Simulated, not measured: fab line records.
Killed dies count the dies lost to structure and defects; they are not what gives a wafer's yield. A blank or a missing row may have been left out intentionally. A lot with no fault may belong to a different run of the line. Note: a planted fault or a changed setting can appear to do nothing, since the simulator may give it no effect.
Which of the tools did it?    flow nand_harc    14 lots, 42 wafers sampled, at 5 steps of a route of 1302

## WHAT THE GAUGES SHOWED, per wafer
NHARC_THIN_TSV_CD_MEAS_33 targets a cd of 5000 nm. Usual: 5000.3 nm for cd_nm, sd 1.6.
lot   measured      on         cd_nm (nm)            flag
L774  day 25 03:28  cd_sem-03  5001.7 5001.4 5000.5  
L771  day 25 02:49  cd_sem-03  5004.1 5000.8 5001.5  
L772  day 25 06:39  cd_sem-03  5002.8 4999.1 5000.2  
L777  day 26 16:32  cd_sem-01  5000.2 5001.5 5004.2  
L781  day 28 13:02  cd_sem-01  4999.3 4999.0 4999.5  
L782  day 28 17:46  cd_sem-01  5000.0 5001.7 4999.4  
L785  day 30 00:52  cd_sem-01  4999.5 5003.7 5002.0  
L787  day 31 12:00  cd_sem-01  5001.5 4999.3 4998.0  
L788  day 31 20:50  cd_sem-03  5000.7 4997.7 5000.4  
L790  day 31 23:56  cd_sem-02  5002.7 5002.4 4998.4  
L791  day 32 22:31  cd_sem-02  5001.1 5000.2 5003.4  
L792  day 33 04:45  cd_sem-02  5000.2 4997.7 5000.5  
L794  day 33 17:01  cd_sem-02  4998.7 4997.0 4999.2  
L793  day 34 04:46  cd_sem-03  5003.6 5002.5 5000.8  

NHARC_END_SORT_01. Usual: defect_limited_yield 90.9 %, standard deviation 2.6; killed_at_array 57, standard deviation 18; killed_at_other 0.8, standard deviation 1; killed_at_periphery 3.9, standard deviation 2.8; killed_dies 62, standard deviation 18; killed_open 3.4, standard deviation 1.8; killed_short 2.2, standard deviation 1.6.
lot   measured      on         defect_limited_yield (%)  killed_at_array  killed_at_other  killed_at_periphery  killed_dies  killed_open  killed_short  flag
L781  day 28 21:55  prober-01  61.0 63.2 62.2            263 247 253      0 1 2            1 1 1                264 249 256  0 0 1        2 2 2         OFF
L782  day 29 04:56  prober-01  67.4 64.4 66.0            220 240 226      0 1 1            1 0 3                221 241 230  3 4 9        0 4 3         OFF

## WHAT TOOL EACH LOT RAN ON (gives the tool, then ch and the chambers of the sampled wafers, and finally the start)
lot   NHARC_A_M1_ECD_22               NHARC_THIN_TSV_STRIP_45               NHARC_THIN_TSV_STRIP_62
L774  ecd_cu-02 ch 0,1, day 23 20:30  plasma_asher-01 ch 0,1, day 24 22:43  plasma_asher-01 ch 0,1, day 25 00:12
L771  ecd_cu-01 ch 0, day 23 22:58    plasma_asher-01 ch 0,1, day 24 21:14  plasma_asher-02 ch 0,1, day 24 22:49
L772  ecd_cu-02 ch 0,1, day 24 06:27  plasma_asher-02 ch 0,1, day 25 01:46  plasma_asher-01 ch 0,1, day 25 03:23
L777  ecd_cu-02 ch 0,1, day 25 16:47  plasma_asher-01 ch 0,1, day 26 11:52  plasma_asher-02 ch 0,1, day 26 13:24
L781  ecd_cu-01 ch 0,1, day 27 11:52  plasma_asher-02 ch 1, day 28 08:17    plasma_asher-02 ch 1, day 28 09:51
L782  ecd_cu-01 ch 0,1, day 27 17:47  plasma_asher-02 ch 0,1, day 28 13:00  plasma_asher-02 ch 0,1, day 28 14:35
L785  ecd_cu-02 ch 0,1, day 29 01:11  plasma_asher-01 ch 0,1, day 29 20:01  plasma_asher-02 ch 0,1, day 29 21:37
L787  ecd_cu-02 ch 0,1, day 30 12:08  plasma_asher-02 ch 0,1, day 31 07:10  plasma_asher-02 ch 0, day 31 08:42
L788  ecd_cu-01 ch 0,1, day 30 21:18  plasma_asher-02 ch 0,1, day 31 15:59  plasma_asher-01 ch 0,1, day 31 17:33
L790  ecd_cu-02 ch 0,1, day 30 23:56  plasma_asher-01 ch 0,1, day 31 19:04  plasma_asher-02 ch 0,1, day 31 20:38
L791  ecd_cu-02 ch 0,1, day 31 04:22  plasma_asher-01 ch 0,1, day 32 17:28  plasma_asher-02 ch 0,1, day 32 19:13
L792  ecd_cu-02 ch 0,1, day 32 04:52  plasma_asher-01 ch 0,1, day 33 00:07  plasma_asher-01 ch 0,1, day 33 01:37
L794  ecd_cu-01 ch 0,1, day 32 16:41  plasma_asher-02 ch 0,1, day 33 12:01  plasma_asher-01 ch 0,1, day 33 13:37
L793  ecd_cu-01 ch 0,1, day 33 04:38  plasma_asher-02 ch 0,1, day 33 23:54  plasma_asher-02 ch 0,1, day 34 01:28
- NHARC_A_M1_ECD_22: material Cu, target thk 400 nm.
- NHARC_THIN_TSV_STRIP_45: strips in O2.
- NHARC_THIN_TSV_STRIP_62: strips in N2/H2, time 20 s.

## WHAT THE TOOLS THEMSELVES READ (means of the sampled wafers that have a number; where no wafer has one, the mark that the record gives instead)
NHARC_THIN_TSV_STRIP_45. Usual: drypump_motor_current_A 5.85 A, standard deviation 0.24; heater_power_w 319 W, standard deviation 32.
lot   tool             drypump_motor_current_A (A)  heater_power_w (W)  flag
L774  plasma_asher-01  6.00                         325                 
L771  plasma_asher-01  6.04                         300                 
L772  plasma_asher-02  5.71                         316                 
L777  plasma_asher-01  6.00                         324                 
L781  plasma_asher-02  5.80                         325                 
L782  plasma_asher-02  5.58                         322                 
L785  plasma_asher-01  6.00                         326                 
L787  plasma_asher-02  5.57                         319                 
L788  plasma_asher-02  5.70                         330                 
L790  plasma_asher-01  6.06                         308                 
L791  plasma_asher-01  6.05                         310                 
L792  plasma_asher-01  6.06                         307                 
L794  plasma_asher-02  5.57                         322                 
L793  plasma_asher-02  5.56                         335                 

NHARC_THIN_TSV_STRIP_62. Usual: drypump_motor_current_A 5.84 A, standard deviation 0.24; heater_power_w 320 W, standard deviation 30.
lot   tool             drypump_motor_current_A (A)  heater_power_w (W)  flag
L774  plasma_asher-01  6.05                         296                 
L771  plasma_asher-02  5.71                         326                 
L772  plasma_asher-01  6.00                         324                 
L777  plasma_asher-02  5.71                         320                 
L781  plasma_asher-02  5.83                         327                 
L782  plasma_asher-02  5.69                         318                 
L785  plasma_asher-02  5.71                         323                 
L787  plasma_asher-02  5.46                         319                 
L788  plasma_asher-01  6.03                         343                 
L790  plasma_asher-02  5.58                         319                 
L791  plasma_asher-02  5.70                         324                 
L792  plasma_asher-01  6.06                         309                 
L794  plasma_asher-01  6.01                         340                 
L793  plasma_asher-02  5.70                         334                 

## THE ANSWER, worked out from the rows above alone
Rule: a lot counts as off when the mean over its wafers that have a number is more than 3 standard deviations away from the usual mean. Also off: a lot with no number at a reading for which 4 or more lots have one. The other lots that the step has rows for count as sound. First the gauges in route order, then the tools' own readings, where a lot's mean is used as printed above. The first step at which some lot is off is used, and at that step the reading that is off furthest; a lot without a number counts as furthest.
Off: L781, L782, at NHARC_END_SORT_01 (defect_limited_yield). Neither off nor sound, because the step has no rows for them: L774, L771, L772, L777, L785, L787, L788, L790, L791, L792, L794, L793.
If a tool, at a process step before that reading, ran all the lots that are off and no sound lot after the first of them, it fits. Gauges at NHARC_END_SORT_01: tried the same way as those tools. Can't be told from this: 3 tools fit, ecd_cu-01 at NHARC_A_M1_ECD_22, plasma_asher-02 at NHARC_THIN_TSV_STRIP_45 and NHARC_THIN_TSV_STRIP_62, prober-01 at NHARC_END_SORT_01.

## WHAT THE SIMULATOR PUT IN
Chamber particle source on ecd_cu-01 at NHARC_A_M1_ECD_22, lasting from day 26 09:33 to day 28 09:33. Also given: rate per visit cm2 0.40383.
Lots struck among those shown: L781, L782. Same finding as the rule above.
